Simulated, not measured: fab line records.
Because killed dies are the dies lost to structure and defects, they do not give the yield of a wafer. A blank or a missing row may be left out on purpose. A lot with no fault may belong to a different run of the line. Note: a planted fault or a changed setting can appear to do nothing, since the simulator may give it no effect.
A single fault, viewed from 2 desks | flow nand-harc | each desk has only its own numbers; what lay behind them comes last

METROLOGY DESK
What the gauges read, lot by lot, whatever tool the lot ran on: means of the sampled wafers that have a number. A lot is out of limits, marked OUT, if its mean lies more than 4 standard deviations from the usual mean; the brackets give that distance.
Columns: A = cd-nm at NHARC_A_M1_CD_MEAS_16, usual 119.6 nm
lot  | first seen here | A
L681 | day 23 03:47    | 120.3
L683 | day 23 18:40    | 120.0
L684 | day 23 23:26    | 121.1
L685 | day 24 01:34    | 120.4
L687 | day 25 06:22    | 119.8
L688 | day 26 07:08    | 119.0
L695 | day 28 15:22    | 119.9
L696 | day 28 19:12    | 119.2
L699 | day 30 07:10    | 118.3
L700 | day 31 05:09    | 119.3
L702 | day 31 10:20    | 118.7
L703 | day 31 13:00    | 119.4
This desk's verdict: no lot among the 12 shows anything out of limits.

DESK OF THE TOOL OWNER: ecd-cu-01
The tool's own readings at NHARC_A_M1_ECD_22 (material Cu, target thk 400 nm): means of the sampled wafers that have a number, for each lot that ran on this tool. A lot is out of limits, marked OUT, if its mean lies more than 4 standard deviations from the usual mean; the brackets give that distance.
Columns: A = bath-temp-c at NHARC_A_M1_ECD_22, usual 24.98 C
lot  | first seen here | A
L683 | day 23 19:48    | 24.86
L685 | day 24 02:39    | 24.99
L687 | day 25 07:26    | 24.98
L688 | day 26 08:17    | 24.96
L695 | day 28 16:45    | 24.98
L696 | day 28 20:22    | 24.98
L699 | day 30 08:14    | 24.93
L702 | day 31 11:30    | 25.00
L703 | day 31 14:08    | 25.06
This desk's verdict: no lot among the 9 shows anything out of limits.

ALL TOGETHER
Metrology desk: nothing out of limits seen.
The tool owner's desk saw nothing out of limits.

WHAT THE SIMULATOR HAD INSERTED
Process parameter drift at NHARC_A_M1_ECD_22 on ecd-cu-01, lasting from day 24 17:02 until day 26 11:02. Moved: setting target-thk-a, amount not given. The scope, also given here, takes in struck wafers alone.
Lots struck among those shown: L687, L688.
